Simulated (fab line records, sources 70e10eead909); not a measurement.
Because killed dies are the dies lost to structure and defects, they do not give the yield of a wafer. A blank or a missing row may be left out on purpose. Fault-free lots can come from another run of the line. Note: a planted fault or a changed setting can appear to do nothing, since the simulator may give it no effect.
Which of the tools did it? || flow nand harc || 36 wafers from 12 lots sampled at 5 of the route's 1159 steps

## WHAT EACH GAUGE READ, for each wafer
NHARC_END_SORT_01. Usual: killed at array 28, standard deviation 11; killed at other 0.5, standard deviation 0.87; killed at periphery 2.9, standard deviation 2.2; killed dies 32, standard deviation 11; killed open 3.2, standard deviation 1.9; killed short 1.8, standard deviation 1.4.
{"lot": "L233", "measured": "day 20 00:17", "on": "prober-01", "killed at array": "22 25 19", "killed at other": "0 0 0", "killed at periphery": "3 2 3", "killed dies": "25 27 22", "killed open": "4 4 3", "killed short": "0 1 0", "flag": ""}
{"lot": "L245", "measured": "day 22 12:19", "on": "prober-01", "killed at array": "674 672 674", "killed at other": "1 2 0", "killed at periphery": "2 3 3", "killed dies": "677 677 677", "killed open": "5 2 4", "killed short": "1 2 3", "flag": "OFF"}
{"lot": "L246", "measured": "day 23 17:27", "on": "prober-02", "killed at array": "673 667 672", "killed at other": "1 2 1", "killed at periphery": "3 8 4", "killed dies": "677 677 677", "killed open": "2 4 3", "killed short": "5 2 0", "flag": "OFF"}
{"lot": "L250", "measured": "day 23 22:55", "on": "prober-02", "killed at array": "675 670 664", "killed at other": "0 0 0", "killed at periphery": "2 7 13", "killed dies": "677 677 677", "killed open": "1 0 4", "killed short": "1 2 1", "flag": "OFF"}
{"lot": "L251", "measured": "day 24 19:07", "on": "prober-01", "killed at array": "23 18 24", "killed at other": "0 1 2", "killed at periphery": "4 2 3", "killed dies": "27 21 29", "killed open": "8 4 5", "killed short": "0 0 0", "flag": ""}
{"lot": "L252", "measured": "day 24 17:34", "on": "prober-02", "killed at array": "28 53 36", "killed at other": "0 1 0", "killed at periphery": "0 3 0", "killed dies": "28 57 36", "killed open": "0 4 3", "killed short": "0 2 1", "flag": ""}

## WHAT TOOL EACH LOT RAN ON (gives the tool, then ch and the chambers of the sampled wafers, and finally the start)
{"lot": "L233", "NHARC_A_STAIRCASE_HM_DEP_462": "acl dep-01 ch 0, day 12 08:50", "NHARC_A_STAIRCASE_DESCUM_312": "rie diel-03 ch 0,1,3, day 12 11:38", "NHARC_A_STAIRCASE_ALD_420": "ald hk-04 ch 0,1,3, day 12 21:44", "NHARC_A_STAIRCASE_CVD_552": "lpcvd-01 ch 0, day 13 02:28"}
{"lot": "L232", "NHARC_A_STAIRCASE_HM_DEP_462": "acl dep-02 ch 0, day 12 11:37", "NHARC_A_STAIRCASE_DESCUM_312": "rie diel-12 ch 1,3, day 12 14:16", "NHARC_A_STAIRCASE_ALD_420": "ald hk-03 ch 0,2, day 12 22:53", "NHARC_A_STAIRCASE_CVD_552": "lpcvd-01 ch 1, day 13 02:28"}
{"lot": "L234", "NHARC_A_STAIRCASE_HM_DEP_462": "acl dep-01 ch 0, day 12 12:37", "NHARC_A_STAIRCASE_DESCUM_312": "rie diel-02 ch 1,2,3, day 12 15:29", "NHARC_A_STAIRCASE_ALD_420": "ald hk-04 ch 1,3, day 12 22:54", "NHARC_A_STAIRCASE_CVD_552": "lpcvd-01 ch 0, day 13 02:28"}
{"lot": "L236", "NHARC_A_STAIRCASE_HM_DEP_462": "acl dep-02 ch 0, day 12 22:45", "NHARC_A_STAIRCASE_DESCUM_312": "rie diel-03 ch 1,2,3, day 13 01:31", "NHARC_A_STAIRCASE_ALD_420": "ald hk-04 ch 0,1,3, day 13 11:58", "NHARC_A_STAIRCASE_CVD_552": "lpcvd-02 ch 1, day 13 15:43"}
{"lot": "L238", "NHARC_A_STAIRCASE_HM_DEP_462": "acl dep-03 ch 0, day 13 05:31", "NHARC_A_STAIRCASE_DESCUM_312": "rie diel-03 ch 0,3, day 13 08:24", "NHARC_A_STAIRCASE_ALD_420": "ald hk-04 ch 0,2,3, day 13 16:56", "NHARC_A_STAIRCASE_CVD_552": "lpcvd-01 ch 1, day 13 21:10"}
{"lot": "L241", "NHARC_A_STAIRCASE_HM_DEP_462": "acl dep-02 ch 0, day 14 06:32", "NHARC_A_STAIRCASE_DESCUM_312": "rie diel-03 ch 0,3, day 14 09:05", "NHARC_A_STAIRCASE_ALD_420": "ald hk-04 ch 0,2,3, day 14 20:07", "NHARC_A_STAIRCASE_CVD_552": "lpcvd-02 ch 0, day 14 23:44"}
{"lot": "L245", "NHARC_A_STAIRCASE_HM_DEP_462": "acl dep-02 ch 0, day 15 04:39", "NHARC_A_STAIRCASE_DESCUM_312": "rie diel-02 ch 0,2,3, day 15 07:23", "NHARC_A_STAIRCASE_ALD_420": "ald hk-04 ch 0,1,2, day 15 15:29", "NHARC_A_STAIRCASE_CVD_552": "lpcvd-02 ch 1, day 15 20:10"}
{"lot": "L246", "NHARC_A_STAIRCASE_HM_DEP_462": "acl dep-01 ch 0, day 16 01:22", "NHARC_A_STAIRCASE_DESCUM_312": "rie diel-02 ch 0,1, day 16 03:22", "NHARC_A_STAIRCASE_ALD_420": "ald hk-03 ch 1,2,3, day 16 11:48", "NHARC_A_STAIRCASE_CVD_552": "lpcvd-02 ch 0, day 16 16:01"}
{"lot": "L250", "NHARC_A_STAIRCASE_HM_DEP_462": "acl dep-01 ch 0, day 16 13:26", "NHARC_A_STAIRCASE_DESCUM_312": "rie diel-12 ch 1,2,3, day 16 16:23", "NHARC_A_STAIRCASE_ALD_420": "ald hk-03 ch 0,2,3, day 16 22:47", "NHARC_A_STAIRCASE_CVD_552": "lpcvd-02 ch 1, day 17 03:29 and lpcvd-01 ch 1, day 17 10:06"}
{"lot": "L253", "NHARC_A_STAIRCASE_HM_DEP_462": "acl dep-02 ch 0, day 17 09:34", "NHARC_A_STAIRCASE_DESCUM_312": "rie diel-12 ch 0,3, day 17 12:23", "NHARC_A_STAIRCASE_ALD_420": "ald hk-04 ch 1,2,3, day 17 20:55", "NHARC_A_STAIRCASE_CVD_552": "lpcvd-01 ch 0, day 18 01:11"}
{"lot": "L251", "NHARC_A_STAIRCASE_HM_DEP_462": "acl dep-01 ch 0, day 17 10:10", "NHARC_A_STAIRCASE_DESCUM_312": "rie diel-02 ch 0,2, day 17 12:33", "NHARC_A_STAIRCASE_ALD_420": "ald hk-03 ch 0,3, day 17 21:23", "NHARC_A_STAIRCASE_CVD_552": "lpcvd-01 ch 0, day 18 01:11"}
{"lot": "L252", "NHARC_A_STAIRCASE_HM_DEP_462": "acl dep-01 ch 0, day 17 12:03", "NHARC_A_STAIRCASE_DESCUM_312": "rie diel-12 ch 2,3, day 17 14:43", "NHARC_A_STAIRCASE_ALD_420": "ald hk-01 ch 0,1, day 17 20:40", "NHARC_A_STAIRCASE_CVD_552": "lpcvd-01 ch 1, day 18 01:11"}
- NHARC_A_STAIRCASE_HM_DEP_462: deposits aC, target thk 800 nm.
- NHARC_A_STAIRCASE_DESCUM_312: chemistry O2, time 3 s.
- NHARC_A_STAIRCASE_ALD_420: deposits SiO2, target thk 20 nm, pulse time 6 s, ald cycles 200.
- NHARC_A_STAIRCASE_CVD_552: deposits SiNx, target thk 40 nm.

## WHAT THE TOOLS THEMSELVES READ (means of the sampled wafers that have a number; where no wafer has one, the mark that the record gives instead)
NHARC_A_STAIRCASE_HM_DEP_462. Usual: susceptor temp C 400.04 C, standard deviation 0.21; throttle valve pct 35.000 %, standard deviation 0.0092.
{"lot": "L233", "tool": "acl dep-01", "susceptor temp C (C)": 400.11, "throttle valve pct (%)": 34.994, "flag": ""}
{"lot": "L232", "tool": "acl dep-02", "susceptor temp C (C)": 399.91, "throttle valve pct (%)": 35.001, "flag": ""}
{"lot": "L234", "tool": "acl dep-01", "susceptor temp C (C)": 399.97, "throttle valve pct (%)": 34.993, "flag": ""}
{"lot": "L236", "tool": "acl dep-02", "susceptor temp C (C)": "-", "throttle valve pct (%)": 35.004, "flag": "OFF"}
{"lot": "L238", "tool": "acl dep-03", "susceptor temp C (C)": 400.40, "throttle valve pct (%)": 34.998, "flag": ""}
{"lot": "L241", "tool": "acl dep-02", "susceptor temp C (C)": "-", "throttle valve pct (%)": 35.001, "flag": "OFF"}
{"lot": "L245", "tool": "acl dep-02", "susceptor temp C (C)": 399.81, "throttle valve pct (%)": 35.006, "flag": ""}
{"lot": "L246", "tool": "acl dep-01", "susceptor temp C (C)": "-", "throttle valve pct (%)": 34.995, "flag": "OFF"}
{"lot": "L250", "tool": "acl dep-01", "susceptor temp C (C)": 400.10, "throttle valve pct (%)": 35.001, "flag": ""}
{"lot": "L253", "tool": "acl dep-02", "susceptor temp C (C)": "-", "throttle valve pct (%)": 35.002, "flag": "OFF"}
{"lot": "L251", "tool": "acl dep-01", "susceptor temp C (C)": 400.00, "throttle valve pct (%)": 35.009, "flag": ""}
{"lot": "L252", "tool": "acl dep-01", "susceptor temp C (C)": "-", "throttle valve pct (%)": 35.004, "flag": "OFF"}

NHARC_A_STAIRCASE_DESCUM_312. Usual: drypump motor current A 5.6 A, standard deviation 0.4; o2 flow sccm 200.0 sccm, standard deviation 0.64; oes product au 1.000 a.u., standard deviation 0.014; rf vpp V 57.8 V, standard deviation 0.92; showerhead plenum p Torr 1.90 Torr, standard deviation 0.068; throttle valve pct 11.312 %, standard deviation 0.0087.
{"lot": "L233", "tool": "rie diel-03", "drypump motor current A (A)": 5.4, "o2 flow sccm (sccm)": 199.6, "oes product au (a.u.)": 1.003, "rf vpp V (V)": 57.9, "showerhead plenum p Torr (Torr)": 1.91, "throttle valve pct (%)": 11.313, "flag": ""}
{"lot": "L232", "tool": "rie diel-12", "drypump motor current A (A)": 5.5, "o2 flow sccm (sccm)": 199.9, "oes product au (a.u.)": 1.004, "rf vpp V (V)": 58.3, "showerhead plenum p Torr (Torr)": 1.91, "throttle valve pct (%)": 11.315, "flag": ""}
{"lot": "L234", "tool": "rie diel-02", "drypump motor current A (A)": 5.5, "o2 flow sccm (sccm)": 200.0, "oes product au (a.u.)": 1.003, "rf vpp V (V)": 57.2, "showerhead plenum p Torr (Torr)": 1.84, "throttle valve pct (%)": 11.314, "flag": ""}
{"lot": "L236", "tool": "rie diel-03", "drypump motor current A (A)": 5.4, "o2 flow sccm (sccm)": 200.1, "oes product au (a.u.)": 1.005, "rf vpp V (V)": 58.0, "showerhead plenum p Torr (Torr)": 1.94, "throttle valve pct (%)": 11.316, "flag": ""}
{"lot": "L238", "tool": "rie diel-03", "drypump motor current A (A)": 5.4, "o2 flow sccm (sccm)": 200.5, "oes product au (a.u.)": 1.009, "rf vpp V (V)": 57.3, "showerhead plenum p Torr (Torr)": 1.90, "throttle valve pct (%)": 11.315, "flag": ""}
{"lot": "L241", "tool": "rie diel-03", "drypump motor current A (A)": 5.4, "o2 flow sccm (sccm)": 200.2, "oes product au (a.u.)": 1.008, "rf vpp V (V)": 56.5, "showerhead plenum p Torr (Torr)": 1.90, "throttle valve pct (%)": 11.312, "flag": ""}
{"lot": "L245", "tool": "rie diel-02", "drypump motor current A (A)": 5.4, "o2 flow sccm (sccm)": 200.0, "oes product au (a.u.)": 1.008, "rf vpp V (V)": 58.0, "showerhead plenum p Torr (Torr)": 1.85, "throttle valve pct (%)": 11.312, "flag": ""}
{"lot": "L246", "tool": "rie diel-02", "drypump motor current A (A)": 5.9, "o2 flow sccm (sccm)": 200.1, "oes product au (a.u.)": 0.996, "rf vpp V (V)": 57.4, "showerhead plenum p Torr (Torr)": 1.80, "throttle valve pct (%)": 11.304, "flag": ""}
{"lot": "L250", "tool": "rie diel-12", "drypump motor current A (A)": 5.8, "o2 flow sccm (sccm)": 200.3, "oes product au (a.u.)": 0.992, "rf vpp V (V)": 57.6, "showerhead plenum p Torr (Torr)": 1.92, "throttle valve pct (%)": 11.315, "flag": ""}
{"lot": "L253", "tool": "rie diel-12", "drypump motor current A (A)": 5.4, "o2 flow sccm (sccm)": 199.5, "oes product au (a.u.)": 1.001, "rf vpp V (V)": 58.6, "showerhead plenum p Torr (Torr)": 1.94, "throttle valve pct (%)": 11.307, "flag": ""}
{"lot": "L251", "tool": "rie diel-02", "drypump motor current A (A)": 5.6, "o2 flow sccm (sccm)": 199.9, "oes product au (a.u.)": 1.007, "rf vpp V (V)": 56.9, "showerhead plenum p Torr (Torr)": 1.83, "throttle valve pct (%)": 11.310, "flag": ""}
{"lot": "L252", "tool": "rie diel-12", "drypump motor current A (A)": 5.8, "o2 flow sccm (sccm)": 199.6, "oes product au (a.u.)": 0.986, "rf vpp V (V)": 57.8, "showerhead plenum p Torr (Torr)": 1.98, "throttle valve pct (%)": 11.310, "flag": ""}

NHARC_A_STAIRCASE_ALD_420. Usual: heater power w 486 W, standard deviation 73; precursor pulse height rel 1.000, standard deviation 0.02; susceptor temp C 300.01 C, standard deviation 0.18.
{"lot": "L233", "tool": "ald hk-04", "heater power w (W)": 468, "precursor pulse height rel": 1.002, "susceptor temp C (C)": 300.18, "flag": ""}
{"lot": "L232", "tool": "ald hk-03", "heater power w (W)": 428, "precursor pulse height rel": 0.986, "susceptor temp C (C)": 300.11, "flag": ""}
{"lot": "L234", "tool": "ald hk-04", "heater power w (W)": 456, "precursor pulse height rel": 1.017, "susceptor temp C (C)": 300.16, "flag": ""}
{"lot": "L236", "tool": "ald hk-04", "heater power w (W)": 469, "precursor pulse height rel": 1.005, "susceptor temp C (C)": 300.13, "flag": ""}
{"lot": "L238", "tool": "ald hk-04", "heater power w (W)": 465, "precursor pulse height rel": 1.006, "susceptor temp C (C)": 300.11, "flag": ""}
{"lot": "L241", "tool": "ald hk-04", "heater power w (W)": 465, "precursor pulse height rel": 0.991, "susceptor temp C (C)": 299.92, "flag": ""}
{"lot": "L245", "tool": "ald hk-04", "heater power w (W)": 414, "precursor pulse height rel": 1.004, "susceptor temp C (C)": 299.88, "flag": ""}
{"lot": "L246", "tool": "ald hk-03", "heater power w (W)": 530, "precursor pulse height rel": 0.985, "susceptor temp C (C)": 299.92, "flag": ""}
{"lot": "L250", "tool": "ald hk-03", "heater power w (W)": 507, "precursor pulse height rel": 1.004, "susceptor temp C (C)": 299.95, "flag": ""}
{"lot": "L253", "tool": "ald hk-04", "heater power w (W)": 470, "precursor pulse height rel": 0.996, "susceptor temp C (C)": 300.00, "flag": ""}
{"lot": "L251", "tool": "ald hk-03", "heater power w (W)": 571, "precursor pulse height rel": 1.004, "susceptor temp C (C)": 299.95, "flag": ""}
{"lot": "L252", "tool": "ald hk-01", "heater power w (W)": 489, "precursor pulse height rel": 1.008, "susceptor temp C (C)": 299.84, "flag": ""}

NHARC_A_STAIRCASE_CVD_552. Usual: spike tc top C 717.0 C, standard deviation 2.4; susceptor temp C 700.0 C, standard deviation 0.31; zone power lower pct 11.4 %, standard deviation 0.93.
{"lot": "L233", "tool": "lpcvd-01", "spike tc top C (C)": 718.6, "susceptor temp C (C)": 700.0, "zone power lower pct (%)": 10.6, "flag": ""}
{"lot": "L232", "tool": "lpcvd-01", "spike tc top C (C)": 719.8, "susceptor temp C (C)": 700.3, "zone power lower pct (%)": 9.7, "flag": ""}
{"lot": "L234", "tool": "lpcvd-01", "spike tc top C (C)": 718.9, "susceptor temp C (C)": 700.1, "zone power lower pct (%)": 10.5, "flag": ""}
{"lot": "L236", "tool": "lpcvd-02", "spike tc top C (C)": 715.8, "susceptor temp C (C)": 700.6, "zone power lower pct (%)": 12.1, "flag": ""}
{"lot": "L238", "tool": "lpcvd-01", "spike tc top C (C)": 719.5, "susceptor temp C (C)": 700.1, "zone power lower pct (%)": 9.8, "flag": ""}
{"lot": "L241", "tool": "lpcvd-02", "spike tc top C (C)": 715.5, "susceptor temp C (C)": 699.9, "zone power lower pct (%)": 12.0, "flag": ""}
{"lot": "L245", "tool": "lpcvd-02", "spike tc top C (C)": 716.7, "susceptor temp C (C)": 699.9, "zone power lower pct (%)": 12.2, "flag": ""}
{"lot": "L246", "tool": "lpcvd-02", "spike tc top C (C)": 715.1, "susceptor temp C (C)": 699.8, "zone power lower pct (%)": 12.1, "flag": ""}
{"lot": "L250", "tool": "lpcvd-02/lpcvd-01", "spike tc top C (C)": 718.2, "susceptor temp C (C)": 700.0, "zone power lower pct (%)": 10.9, "flag": ""}
{"lot": "L253", "tool": "lpcvd-01", "spike tc top C (C)": 718.8, "susceptor temp C (C)": 700.2, "zone power lower pct (%)": 10.5, "flag": ""}
{"lot": "L251", "tool": "lpcvd-01", "spike tc top C (C)": 720.1, "susceptor temp C (C)": 700.1, "zone power lower pct (%)": 10.5, "flag": ""}
{"lot": "L252", "tool": "lpcvd-01", "spike tc top C (C)": 720.1, "susceptor temp C (C)": 700.5, "zone power lower pct (%)": 9.6, "flag": ""}

## THE ANSWER, worked out from the rows above alone
Rule: take the mean of a lot's wafers that have a number; if it is more than 3 standard deviations from the usual mean, the lot is off. A lot without any number at a reading at which 4 lots or more have one is off too. Where the step has rows for the other lots, those lots are counted as sound. The gauges are gone through in route order, then the tools' own readings, and for those a lot's mean is taken as printed above. The first step at which some lot is off is used, and at that step the reading that is off furthest; a lot without a number counts as furthest.
Off at NHARC_END_SORT_01 (killed at array): L245, L246, L250. Neither off nor sound, because the step has no rows for them: L232, L234, L236, L238, L241, L253.
A tool fits if, at a process step before that reading, it ran every lot that is off, and no sound lot after the first of them. Gauges at NHARC_END_SORT_01: tried the same way as those tools. One fits: NHARC_A_STAIRCASE_CVD_552 on lpcvd-02. It ran no sound lot before its first lot that is off in this sample, so the start can't be narrowed down.

## WHAT WAS PUT IN BY THE SIMULATOR
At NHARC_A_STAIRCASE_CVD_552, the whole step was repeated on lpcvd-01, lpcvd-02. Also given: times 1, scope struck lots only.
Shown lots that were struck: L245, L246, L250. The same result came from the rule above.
